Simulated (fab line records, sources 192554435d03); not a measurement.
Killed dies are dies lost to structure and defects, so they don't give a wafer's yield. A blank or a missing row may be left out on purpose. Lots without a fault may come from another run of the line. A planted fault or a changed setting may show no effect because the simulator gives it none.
fab line records | flow n5_finfet
record lots=4 wafers=12 last_day=16
route steps=1938 shown BEOL_M4@1099 BEOL_M5@1112 BEOL_M14@1757 PASSIVATION@1936
lots that met no fault: from a run of the same line without faults
start_h: hours from the record's first day to the start of the lot's first wafer shown | wait_h: hours since the lot's step before | " the same as in the row above | L1.1+2: a row that stands for several wafers | - no value, or no start given | * or withheld: withheld | < > ~ a bound
route shown NAME@n: a module of which the file shows steps, and the number in the route of the first | usual: mean/standard deviation of fault-free wafers | same: alike in all rows | chamber/n: place in a boat | sites: the reading at each site | _std_site: their standard deviation | _edge_site: outer sites' mean less inner sites' | radius_mm: how far each site lies from the wafer's centre | mask NAME#n: copy n | behind: the tool/chamber that last shaped the wafer | hold: why the lot was held/for how many hours/how that ended | device: the transistor (n, p or np) that didn't switch | end of line: the same wafers' tests at the end of the route | a step without rows: its recipe alone | killed: dies lost to structure and defects at the first sort, not the wafer's yield | map: a wafer's dies, x killed, . not, _ none there
set.NAME: the setting as run; set.NAME@STEP: as run at that earlier step | model.NAME: the simulator's own value behind a step, which no gauge read
lots at some steps of the route; a table a step, a row a wafer
services: from which hour (start_h, from the record's first day; less than 0 if before it) a tool's chamber was out of use, for how many hours, and why
## steps
# step N5_BEOL_M4_ANNEAL_95
# recipe temp_c=400 time_s=240 ambient=vacuum
# step N5_BEOL_M4_SPUTTER_96
# recipe material=Cu target_thk_a=45 temp_c=-20 chamber_pressure_pa=0.07 power_w=withheld time_s=8.29
# step N5_BEOL_M4_ECD_50
# recipe material=Cu target_thk_a=3000
# step N5_BEOL_M4_ANNEAL_51
# recipe temp_c=225 time_s=90 ambient=N2
# step N5_BEOL_M4_CMP_52
# recipe stop_on=SiOC t_overpolish_s=6.8 down_force_psi=1 platen_rpm=50 clearing_platen_down_force_psi=1.5 clearing_platen_rpm=50 post_cmp_clean=cu_alkaline target_thk_nm=40 clearing_platen_pad_velocity_m_s=0.99484 pad_velocity_m_s=0.99484
# step N5_BEOL_M4_PRE_CLEAN_60
# recipe gas=NH3/H2 time_s=15 temp_c=* rf_power_w=300
# step N5_BEOL_M4_CO_CAP_55
# recipe material=Co target_thk_a=20 temp_c=200 precursor=CCTBA/H2 pressure_torr=30 time_s=102.1
# step N5_BEOL_M4_PRE_CLEAN_56
# recipe gas=NH3 time_s=15 temp_c=withheld rf_power_w=300
# step N5_BEOL_M4_DEP_57
# recipe material=SiCN target_thk_a=80 temp_c=withheld precursor=3MS/NH3 pressure_torr=3 rf_w=202 time_s=14
# step N5_BEOL_M4_RC_MEAS_101
# usual DIBL_N=36.0/2 DIBL_P=35.9/2.5 IOFF_N=0.16/0.038 IOFF_P=0.21/0.04 ION_N=675/14 ION_P=462/9.4 SS_N=71.5/0.75 SS_P=73.2/0.74 VT_N=250/3.9 VT_P=-251/3.2
# columns lot.wafer tool chamber start_h wait_h DIBL_N[mV/V] DIBL_P[mV/V] IOFF_N[nA/um] IOFF_P[nA/um] ION_N[uA/um] ION_P[uA/um] SS_N[mV/dec] SS_P[mV/dec] VT_N[mV] VT_P[mV]
L619.1 prober-02 0 192.57 0.0 34.2 34.8 0.14 0.20 679 469 70.7 72.8 251 -247
L619.4 " 0 " " 37.9 40.0 0.20 0.28 694 474 72.3 73.2 246 -246
L619.5 " 0 " " 33.7 34.0 0.12 0.18 664 463 70.7 72.5 254 -252
L630.1 prober-01 0 272.02 0.0 38.9 39.8 0.22 0.27 684 464 73.3 74.5 247 -247
L630.3 " 0 " " 38.0 39.2 0.19 0.26 668 462 72.7 74.7 249 -245
L630.6 " 0 " " 36.2 37.7 0.16 0.23 663 457 71.9 74.3 251 -251
L632.2 prober-02 0 272.91 0.2 39.4 38.9 0.21 0.26 692 467 72.4 73.6 244 -247
L632.3 " 0 " " 36.2 35.8 0.14 0.20 678 467 71.9 72.8 251 -249
L632.5 " 0 " " 40.1 41.3 0.23 0.30 697 476 71.4 73.6 244 -247
L633.2 prober-01 0 273.82 0.2 35.2 34.2 0.16 0.20 699 475 71.1 72.6 248 -249
L633.5 " 0 " " 36.8 36.5 0.20 0.26 703 484 71.5 74.2 244 -247
L633.6 " 0 " " 35.3 32.2 0.15 0.18 668 454 72.0 72.8 250 -251
# step N5_BEOL_M5_ILD_DEP_00
# recipe material=SiCOH_lowk target_thk_a=1406.4 temp_c=300 precursor=DEMS/porogen pressure_torr=5 rf_w=500 time_s=25.9
# step N5_BEOL_M5_CURE_79
# recipe temp_c=385 time_s=240 ambient=He/Ar material=SiCOH_lowk
# step N5_BEOL_M5_PECVD_70
# recipe material=SiO2 target_thk_a=160 temp_c=400 precursor=TEOS/O2 pressure_torr=5.5 rf_w=450 teos_flow_sccm=53.8 gas=O2 flow_sccm=3000 time_s=18
# step N5_BEOL_M5_HM_DEP_02
# recipe material=TiN target_thk_a=200 temp_c=25 chamber_pressure_pa=0.49996
# step N5_BEOL_M5_COAT_59
# recipe resist=SOC temp_c=250 time_s=60 spin_rpm=1500 resist_thk_nm=60
# step N5_BEOL_M5_COAT_60
# recipe resist=SiARC temp_c=220 time_s=60 spin_rpm=1500 resist_thk_nm=12
# step N5_BEOL_M5_COAT_71
# recipe resist=underlayer temp_c=205 time_s=60 spin_rpm=1500 resist_thk_nm=5
# step N5_BEOL_M5_COAT_05
# recipe resist=CAR-EUV spin_rpm=1500 resist_thk_nm=30
# step N5_BEOL_M5_EBR_07
# recipe solvent=PGMEA ebr_width_mm=1.5
# step N5_BEOL_M5_SOFTBAKE_06
# recipe temp_c=110 time_s=60 resist=CAR-EUV
# step N5_BEOL_M5_EXPOSE_08
# recipe mask_id=M5 na=0.33 source_shape=annular sigma_inner=0.4 sigma_outer=0.8 polarization=unpolarized target_cd_nm=28 dose_mj=35.75
# step N5_BEOL_M5_PEB_09
# recipe peb_temp_c=100 peb_time_s=60 resist=CAR-EUV
# step N5_BEOL_M5_DEVELOP_10
# recipe develop_time_s=30 developer=TMAH resist=CAR-EUV rinse_liquid=surfactant_rinse dry=air_spin dev_temp_c=23
# step N5_BEOL_M5_DESCUM_16
# recipe chemistry=O2 time_s=7 source_power_w=50 bias_power_w=20 pressure_mtorr=20 rf_frequency_hz=2.712e+07 temp_c=40 resist=CAR-EUV o2_flow_sccm=225
# step N5_BEOL_M5_ETCH_72
# recipe chemistry=N2/H2 target=underlayer target_depth_a=65 mask_material=CAR-EUV time_s=5.2 ion_energy_ev=200 pressure_mtorr=30 source_w=840 bias_w=150 n2_flow_sccm=200 h2_flow_sccm=200 ends=cleared
# step N5_BEOL_M5_ETCH_61
# recipe chemistry=CF4 target=SiARC target_depth_a=156 mask_material=CAR-EUV time_s=26 ion_energy_ev=80 pressure_mtorr=40 source_w=545 bias_w=36 Ar_flow_sccm=100 cf4_flow_sccm=100 ends=cleared
# step N5_BEOL_M5_ETCH_62
# recipe chemistry=N2/H2 target=SOC target_depth_a=750 overetch_a=150 mask_material=SiARC temp_c=40 time_s=112.5 ion_energy_ev=200 pressure_mtorr=30 source_w=840 bias_w=150 n2_flow_sccm=200 h2_flow_sccm=200
# step N5_BEOL_M5_STRIP_63
# recipe chemistry=N2/H2 temp_c=40 n2_flow_sccm=200 h2_flow_sccm=200 rf_frequency_hz=6e+07
# step N5_BEOL_M5_STRIP_73
# recipe chemistry=N2/H2 temp_c=40 n2_flow_sccm=200 h2_flow_sccm=200 rf_frequency_hz=6e+07
# step N5_BEOL_M5_STRIP_64
# recipe chemistry=CF4 resist=SiARC power_w=300 bias_power_w=75 pressure_mtorr=50 cf4_flow_sccm=150 rf_frequency_hz=6e+07
# step N5_BEOL_M5_HM_OPEN_17
# recipe chemistry=Cl2/BCl3 target_depth_a=200 overetch_a=60 target=TiN mask_material=SOC ion_energy_ev=150 pressure_mtorr=10 icp_w=1000 bias_w=126 Cl2_flow_sccm=53.25 bcl3_flow_sccm=21.75 Ar_flow_sccm=25
# step N5_BEOL_M5_STRIP_19
# recipe chemistry=O2 power_w=400 temp_c=40 pressure_mtorr=30 rf_frequency_hz=6e+07 bias_power_w=0 overash_fraction=0.2 o2_flow_sccm=225
# step N5_BEOL_M5_COAT_65
# recipe resist=SOC temp_c=250 time_s=60 spin_rpm=1500 resist_thk_nm=60
# step N5_BEOL_M5_COAT_66
# recipe resist=SiARC temp_c=220 time_s=60 spin_rpm=1500 resist_thk_nm=12
# step N5_BEOL_M14_ETCH_38
# recipe chemistry=CF4/N2 target=SiCN target_depth_a=1065 taper_deg=2 time_s=120.6 ion_energy_ev=150 mask_material=SiO2 pressure_mtorr=40 source_w=430 bias_w=70 Ar_flow_sccm=100 cf4_flow_sccm=60 n2_flow_sccm=60
# usual bias_w=69.97/0.23 cf4_flow_sccm=60.00/0.19 drypump_motor_current_A=5.6/0.42 n2_flow_sccm=59.98/0.17 oes_product_au=0.80/0.087 rf_vpp_V=382.0/1.4 showerhead_plenum_p_Torr=2.19/0.049 throttle_valve_pct=15.48/0.19
# columns lot.wafer tool chamber start_h wait_h bias_w cf4_flow_sccm drypump_motor_current_A n2_flow_sccm oes_product_au rf_hours_counter_h rf_vpp_V showerhead_plenum_p_Torr throttle_valve_pct model.SiO2_of_BEOL_M14_ILD_DEP_00.thk_nm
L619.1 rie_diel-05 3 261.33 - 69.50 60.47 5.8 59.81 0.69 204 382.2 2.19 15.86 1050
L619.4 " 1 " " 69.80 59.90 5.3 60.25 0.88 46 383.8 2.25 15.52 1076
L619.5 " 0 " " 69.73 59.86 5.9 60.19 0.68 - 379.2 2.09 15.59 1072
L630.1 rie_diel-04 0 351.19 - - - - - - - - - - 1110
L630.3 " 1 " " - - - - - - - - - 1112
L630.6 " 3 " " - - - - - - - - - 1131
L633.2 rie_diel-03 1 351.69 - 69.88 60.23 6.3 60.10 0.76 145 384.1 2.20 15.54 1068
L633.5 " 0 " " 70.03 59.83 5.8 59.87 0.85 - 381.5 2.17 15.33 1077
L633.6 " 3 " " 70.17 60.21 5.4 59.85 0.84 - 384.2 2.23 15.44 1063
L632.2 rie_diel-05 3 354.75 - - - - - - - - - - 1102
L632.3 " 1 " " - - - - - - - - - 1116
L632.5 " 2 " " - - - - - - - - - 1145
# step N5_BEOL_M14_CMP_49
# recipe stop_on=SiO2 t_overpolish_s=5.2 down_force_psi=2 platen_rpm=80 clearing_platen_down_force_psi=2 clearing_platen_rpm=80 post_cmp_clean=cu_alkaline target_thk_nm=560 clearing_platen_pad_velocity_m_s=1.5917 pad_velocity_m_s=1.5917
# usual motor_current_A=8.1/0.95 pad_life_wafers=1231/470 retaining_ring_pressure_frac=1.000/0.0055
# columns lot.wafer tool chamber start_h wait_h motor_current_A pad_life_wafers retaining_ring_pressure_frac model.SiO2_of_BEOL_M14_ILD_DEP_00.thk_nm
L619.4 cmp-03 1 263.66 0.3 7.4 944 1.004 1061
L619.1 " 2 " " 8.4 945 1.002 1035
L619.5 " 3 " " 8.0 - 0.998 1057
L630.3 cmp-04 2 352.60 0.2 7.8 571 1.000 1097
L630.1 " 3 " " 8.4 572 0.988 1095
L630.6 " 1 " " 8.1 - 1.005 1116
L633.2 cmp-04 3 353.80 0.3 8.0 584 1.000 1053
L633.6 " 1 " " 8.2 - 0.999 1048
L633.5 " 2 " " 8.1 - 0.999 1062
L632.3 cmp-02 3 356.15 0.2 8.3 1208 1.009 1101
L632.2 " 0 " " 7.7 1209 1.009 1087
L632.5 " 2 " " 7.4 - 0.994 1130
# step N5_PASSIVATION_PROBE_49
# usual defect_limited_yield=91.3/1.5 killed_at_M0_to_M3=33/12 killed_at_M4_up=15/5.2 killed_at_contacts=12/5.1 killed_at_front_end=39/11 killed_at_other=5/3.6 killed_dies=103/18 killed_on_rim=14/4.3 killed_open=67/13 killed_short=33/7.8 sort_bin_5_function=5.1/0.96 sort_bin_6_memory=3.2/0.71 sort_n_pass=1077/18 sort_yield_pct=91.3/1.5
# same gross_dies=1180 killed_at_back_side=0 sort_bin_4_leakage[%]=0 sort_bin_8_speed[%]=0
# columns lot.wafer tool chamber start_h wait_h defect_limited_yield[%] killed_at_M0_to_M3 killed_at_M4_up killed_at_contacts killed_at_front_end killed_at_other killed_dies killed_on_rim killed_open killed_short sort_bin_5_function[%] sort_bin_6_memory[%] sort_n_pass sort_yield_pct[%]
L630.1 prober-02 - 378.11 0.0 0 22 1095 11 47 5 1180 152 70 24 96.4 3.4 0 0
L630.3 prober-02 - 378.21 0.1 0 23 1108 10 35 4 1180 152 59 26 97.4 2.5 0 0
L630.6 prober-02 - 378.36 0.3 0 20 1128 10 21 1 1180 152 45 16 98.0 1.9 0 0
L632.2 prober-01 - 383.37 0.1 0 29 1090 22 39 0 1180 152 80 25 96.2 3.8 0 0
L632.3 prober-01 - 383.42 0.2 0 51 1056 21 48 4 1180 152 106 31 94.7 4.9 0 0
L632.5 prober-01 - 383.52 0.3 0 40 1090 9 38 3 1180 152 70 34 96.9 2.7 0 0
# killed by level:class
L630.1 BEOL_M14:area_etch=1084 MOL_CONTACT_COAG:geometric_particle:open=10 STI_FIN_REVEAL:geometric_particle:open=7 GATE_CUT:geometric_particle:open=6 BEOL_M0_SAQP:geometric_particle:open=6 DUMMY_GATE:geometric_particle:open=5 BEOL_M1:geometric_particle:open=5 FIN_SAQP:geometric_particle:open=4
L630.3 BEOL_M14:area_etch=1095 BEOL_M1:geometric_particle:open=11 MOL_CONTACT_COAG:geometric_particle:open=8 GATE_CUT:geometric_particle:open=7 GATE_CUT:geometric_particle:short=6 STI_FIN_REVEAL:geometric_particle:open=5 BEOL_M0_SAQP:geometric_particle:open=5 BEOL_M0_SAQP:geometric_particle:short=4
L630.6 BEOL_M14:area_etch=1116 MOL_CONTACT_COAG:geometric_particle:open=7 BEOL_M1:geometric_particle:open=6 BEOL_M4:geometric_particle:open=6 BEOL_M0_SAQP:geometric_particle:short=4 STARTING-WAFER:geometric_particle:open=4 DUMMY_GATE:geometric_particle:open=3 MOL_CONTACT_COAG:geometric_particle:short=3
L632.2 BEOL_M14:area_etch=1075 MOL_CONTACT_COAG:geometric_particle:open=18 FIN_SAQP:geometric_particle:open=13 STI_FIN_REVEAL:geometric_particle:open=11 BEOL_M0_SAQP:geometric_particle:open=6 BEOL_M0_SAQP:geometric_particle:short=6 BEOL_M3:geometric_particle:open=5 BEOL_M5:geometric_particle:open=5
L632.3 BEOL_M14:area_etch=1040 STI_FIN_REVEAL:geometric_particle:open=17 MOL_CONTACT_COAG:geometric_particle:open=16 FIN_SAQP:geometric_particle:open=11 BEOL_M3:geometric_particle:open=11 BEOL_M0_SAQP:geometric_particle:open=9 BEOL_M1:geometric_particle:open=9 FIN_SAQP:geometric_particle:short=8
L632.5 BEOL_M14:area_etch=1074 FIN_SAQP:geometric_particle:open=10 FIN_SAQP:geometric_particle:short=9 BEOL_M3:geometric_particle:open=8 MOL_CONTACT_COAG:geometric_particle:open=7 BEOL_M2:geometric_particle:open=7 BEOL_M0_SAQP:geometric_particle:open=6 BEOL_M0:geometric_particle:open=5
# map L630.1 (x killed, . not)
_________________xxxxxxxxxxxx________________
______________xxxxxxxxxxxxxxxxxx_____________
___________xxxxxxxxxxxxxxxxxxxxxxxx__________
__________xxxxxxxxxxxxxxxxxxxxxxxxxx_________
________xxxxxxxxxxxxxxxxxxxxxxxxxxxxxx_______
_______xxxxxxxxxxxxxxxxxxxxxxxxxxxxxxxx______
______xxxxxxxxxxxxxxxxxxxxxxxxxxxxxxxxxx_____
_____xxxxxxxxxxxxxxxxxxxxxxxxxxxxxxxxxxxx____
____xxxxxxxxxxxxxxxxxxxxxxxxxxxxxxxxxxxxxx___
___xxxxxxxxxxxxxxxxxxxxxxxxxxxxxxxxxxxxxxxx__
___xxxxxxxxxxxxxxxxxxxxxxxxxxxxxxxxxxxxxxxx__
__xxxxxxxxxxxxxxxxxxxxxxxxxxxxxxxxxxxxxxxxxx_
__xxxxxxxxxxxxxxxxxxxxxxxxxxxxxxxxxxxxxxxxxx_
_xxxxxxxxxxxxxxxxxxxxxxxxxxxxxxxxxxxxxxxxxxxx
_xxxxxxxxxxxxxxxxxxxxxxxxxxxxxxxxxxxxxxxxxxxx
_xxxxxxxxxxxxxxxxxxxxxxxxxxxxxxxxxxxxxxxxxxxx
_xxxxxxxxxxxxxxxxxxxxxxxxxxxxxxxxxxxxxxxxxxxx
_xxxxxxxxxxxxxxxxxxxxxxxxxxxxxxxxxxxxxxxxxxxx
_xxxxxxxxxxxxxxxxxxxxxxxxxxxxxxxxxxxxxxxxxxxx
_xxxxxxxxxxxxxxxxxxxxxxxxxxxxxxxxxxxxxxxxxxxx
_xxxxxxxxxxxxxxxxxxxxxxxxxxxxxxxxxxxxxxxxxxxx
__xxxxxxxxxxxxxxxxxxxxxxxxxxxxxxxxxxxxxxxxxx_
__xxxxxxxxxxxxxxxxxxxxxxxxxxxxxxxxxxxxxxxxxx_
___xxxxxxxxxxxxxxxxxxxxxxxxxxxxxxxxxxxxxxxx__
___xxxxxxxxxxxxxxxxxxxxxxxxxxxxxxxxxxxxxxxx__
____xxxxxxxxxxxxxxxxxxxxxxxxxxxxxxxxxxxxxx___
_____xxxxxxxxxxxxxxxxxxxxxxxxxxxxxxxxxxxx____
______xxxxxxxxxxxxxxxxxxxxxxxxxxxxxxxxxx_____
_______xxxxxxxxxxxxxxxxxxxxxxxxxxxxxxxx______
________xxxxxxxxxxxxxxxxxxxxxxxxxxxxxx_______
__________xxxxxxxxxxxxxxxxxxxxxxxxxx_________
___________xxxxxxxxxxxxxxxxxxxxxxxx__________
______________xxxxxxxxxxxxxxxxxx_____________
_________________xxxxxxxxxxxx________________
# map L632.2 (x killed, . not)
_________________xxxxxxxxxxxx________________
______________xxxxxxxxxxxxxxxxxx_____________
___________xxxxxxxxxxxxxxxxxxxxxxxx__________
__________xxxxxxxxxxxxxxxxxxxxxxxxxx_________
________xxxxxxxxxxxxxxxxxxxxxxxxxxxxxx_______
_______xxxxxxxxxxxxxxxxxxxxxxxxxxxxxxxx______
______xxxxxxxxxxxxxxxxxxxxxxxxxxxxxxxxxx_____
_____xxxxxxxxxxxxxxxxxxxxxxxxxxxxxxxxxxxx____
____xxxxxxxxxxxxxxxxxxxxxxxxxxxxxxxxxxxxxx___
___xxxxxxxxxxxxxxxxxxxxxxxxxxxxxxxxxxxxxxxx__
___xxxxxxxxxxxxxxxxxxxxxxxxxxxxxxxxxxxxxxxx__
__xxxxxxxxxxxxxxxxxxxxxxxxxxxxxxxxxxxxxxxxxx_
__xxxxxxxxxxxxxxxxxxxxxxxxxxxxxxxxxxxxxxxxxx_
_xxxxxxxxxxxxxxxxxxxxxxxxxxxxxxxxxxxxxxxxxxxx
_xxxxxxxxxxxxxxxxxxxxxxxxxxxxxxxxxxxxxxxxxxxx
_xxxxxxxxxxxxxxxxxxxxxxxxxxxxxxxxxxxxxxxxxxxx
_xxxxxxxxxxxxxxxxxxxxxxxxxxxxxxxxxxxxxxxxxxxx
_xxxxxxxxxxxxxxxxxxxxxxxxxxxxxxxxxxxxxxxxxxxx
_xxxxxxxxxxxxxxxxxxxxxxxxxxxxxxxxxxxxxxxxxxxx
_xxxxxxxxxxxxxxxxxxxxxxxxxxxxxxxxxxxxxxxxxxxx
_xxxxxxxxxxxxxxxxxxxxxxxxxxxxxxxxxxxxxxxxxxxx
__xxxxxxxxxxxxxxxxxxxxxxxxxxxxxxxxxxxxxxxxxx_
__xxxxxxxxxxxxxxxxxxxxxxxxxxxxxxxxxxxxxxxxxx_
___xxxxxxxxxxxxxxxxxxxxxxxxxxxxxxxxxxxxxxxx__
___xxxxxxxxxxxxxxxxxxxxxxxxxxxxxxxxxxxxxxxx__
____xxxxxxxxxxxxxxxxxxxxxxxxxxxxxxxxxxxxxx___
_____xxxxxxxxxxxxxxxxxxxxxxxxxxxxxxxxxxxx____
______xxxxxxxxxxxxxxxxxxxxxxxxxxxxxxxxxx_____
_______xxxxxxxxxxxxxxxxxxxxxxxxxxxxxxxx______
________xxxxxxxxxxxxxxxxxxxxxxxxxxxxxx_______
__________xxxxxxxxxxxxxxxxxxxxxxxxxx_________
___________xxxxxxxxxxxxxxxxxxxxxxxx__________
______________xxxxxxxxxxxxxxxxxx_____________
_________________xxxxxxxxxxxx________________
## services
# columns tool chamber start_h hours kind
cmp-02 - 255.23 2.4 repair
rie_diel-05 3 257.16 2.8 repair
cmp-02 - 259.41 8.9 repair
rie_diel-04 2 277.62 3.7 repair
cmp-04 - 278.83 0.6 repair
cmp-02 - 280.10 1.0 repair
cmp-02 - 284.72 8.9 pm
cmp-04 - 288.10 4.0 pm
cmp-04 - 292.10 - consumable_replace:conditioner
cmp-04 - 292.10 - consumable_replace:pad
cmp-02 - 295.37 4.2 pm
cmp-03 - 297.69 2.2 repair
rie_diel-05 - 312.87 0.5 repair
rie_diel-05 - 314.04 0.3 repair
rie_diel-03 3 328.53 19.9 repair
rie_diel-05 1 338.88 7.3 repair
cmp-02 - 345.09 6.3 repair
rie_diel-05 2 346.91 6.7 repair
rie_diel-05 0 355.48 - clean
rie_diel-05 0 355.48 - consumable_replace:focus_ring
rie_diel-05 0 355.48 - consumable_replace:showerhead
rie_diel-05 0 355.48 24.1 scheduled_down
rie_diel-05 0 355.48 24.1 vent_cycle
## key
first_sign step=N5_BEOL_M14_ETCH_38 reading=tool_record direction=missing
effect step=N5_PASSIVATION_PROBE_49 reading=killed_at_M4_up direction=up sigmas=99+ usual=15 struck=1094
model_effect step=N5_BEOL_M14_ETCH_38 value=SiO2_of_BEOL_M14_ILD_DEP_00.thk_nm without=1055 struck=1119
model_effect step=N5_BEOL_M14_CMP_49 value=SiO2_of_BEOL_M14_ILD_DEP_00.thk_nm without=1040 struck=1104
more_kills_born_at N5_BEOL_M14_ETCH_38@rie_diel-04=3295 N5_BEOL_M14_ETCH_38@rie_diel-05=3189
met_at N5_BEOL_M14_ETCH_38
struck_wafers L630.1,L630.3,L630.6,L632.2,L632.3,L632.5
later_rows_left_out L630.1,L630.3,L630.6,L632.2,L632.3,L632.5
onset_between 261.33 351.19
fault kind=skipped_step_whole tool=rie_diel-04,rie_diel-05 chamber=- onset_h=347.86 steps=N5_BEOL_M14_ETCH_38 scope=struck_lots_only
# later_rows_left_out: the simulator's readings of these wafers behind a module that went badly wrong aren't trusted and aren't shown, but for the sort
